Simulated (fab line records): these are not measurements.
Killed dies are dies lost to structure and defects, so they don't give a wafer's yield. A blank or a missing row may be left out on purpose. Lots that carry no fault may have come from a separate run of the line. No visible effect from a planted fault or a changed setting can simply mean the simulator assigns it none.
Struck lot and sound lot, side by side    flow nand harc    10 steps out of a route of 1302
Sound: the wafers L901.1, L901.3, L901.5. Wafers struck: L914.1, L914.4, L914.6. The cause is named last.
Each step with rows lists, per side, the tool, then ch with its chambers, then its first start. Under that, the readings that differ: sound wafers    struck wafers    difference of the means    sigmas: that difference in standard deviations of wafers without a fault.
alike: readings whose means differ by less than 2 such deviations, and words and numbers that are the same on both sides. not compared: withheld readings, readings that some wafer has no value for, bounds like >300 that may hide the same value, and numbers for which the record gives no deviation and whose values overlap.
The two part at a step that has a row with sigmas, a row that says differs or no value, or rows on one side only. Non-overlapping numbers with no deviation appear without sigmas and do not part them. A reading that every wafer of one side lacks parts them only if that side has two wafers or more.

first, 1 step without rows for these wafers: NHARC_A_WL_FILL_CVD_23 (deposits poly-Si, target thk 40 nm, time 800 s).
NHARC_A_WL_FILL_ETCHBACK_26: etches the open film in HBr, target depth 52 nm, time 13.3 s.
  sound on rie si-02 ch 2,3, day 22 22:21; struck on rie si-06 ch 1,2,3, day 28 18:53
  alike: drypump motor current A, hbr flow sccm, oes product au, throttle valve pct
  not compared: rf hours counter h
then, 2 steps without rows for these wafers: NHARC_A_WL_FILL_PRECLEAN_30 (cleans in dHF, time 10 s); NHARC_A_WL_FILL_SRD_14.
NHARC_A_WL_FILL_ALD_19: deposits TiN, target thk 2 nm, pulse time 3 s, ald cycles 100.
  sound on ald metal-03 ch 0,1,2, day 22 22:39; struck on ald metal-04 ch 0,1,2, day 28 19:08
  alike: heater power w, precursor pulse height rel, susceptor temp C
NHARC_A_WL_FILL_CVD_20: deposits W, target thk 100 nm, time 74 s.
  sound on cvd w-01 ch 0,1; struck on cvd w-02 ch 0,1
reading               sound  struck                difference                    sigmas
susceptor temp C (C)  - - -  399.80 399.83 400.09  no value on the sound wafers  
  alike: heater power w, throttle valve pct
NHARC_A_WL_FILL_CMP_12: polishes, t overpolish 30 s, target thk 100 nm.
  sound on cmp-03 ch 0,2,3, day 22 23:02; struck on cmp-04 ch 1,2,3, day 28 19:33
  alike: edge zone pressure frac, motor current A, overpolish run s, time to endpoint s
following that, these wafers have no rows for 1 step: NHARC_A_WL_FILL_SRD_31.
NHARC_A_WL_FILL_INSPECT_15:
  struck on defect inspect-01, day 28 19:59; sound on defect inspect-02, day 22 23:27
  alike: raw defect count
NHARC_A_CONTACT_DEP_24: deposits SiO2, target thk 500 nm.
  sound on pecvd-01 ch 1,2, day 22 23:31; struck on pecvd-01 ch 0,1, day 28 20:07
reading               sound              struck             difference  sigmas
heater power w (W)    507 631 535        686 673 728        +138        +2
rf fwd power W (W)    899.6 897.4 900.8  537.3 538.3 536.6  -361.9      -99 or more
showerhead vpp V (V)  1703 1756 1707     1525 1349 1557     -245        -3
  alike: susceptor temp C, throttle valve pct

## WHERE THEY PART
Last at NHARC_A_CONTACT_DEP_24 as far as this record goes, first at NHARC_A_WL_FILL_CVD_20.

WHY: whatever the simulator had introduced
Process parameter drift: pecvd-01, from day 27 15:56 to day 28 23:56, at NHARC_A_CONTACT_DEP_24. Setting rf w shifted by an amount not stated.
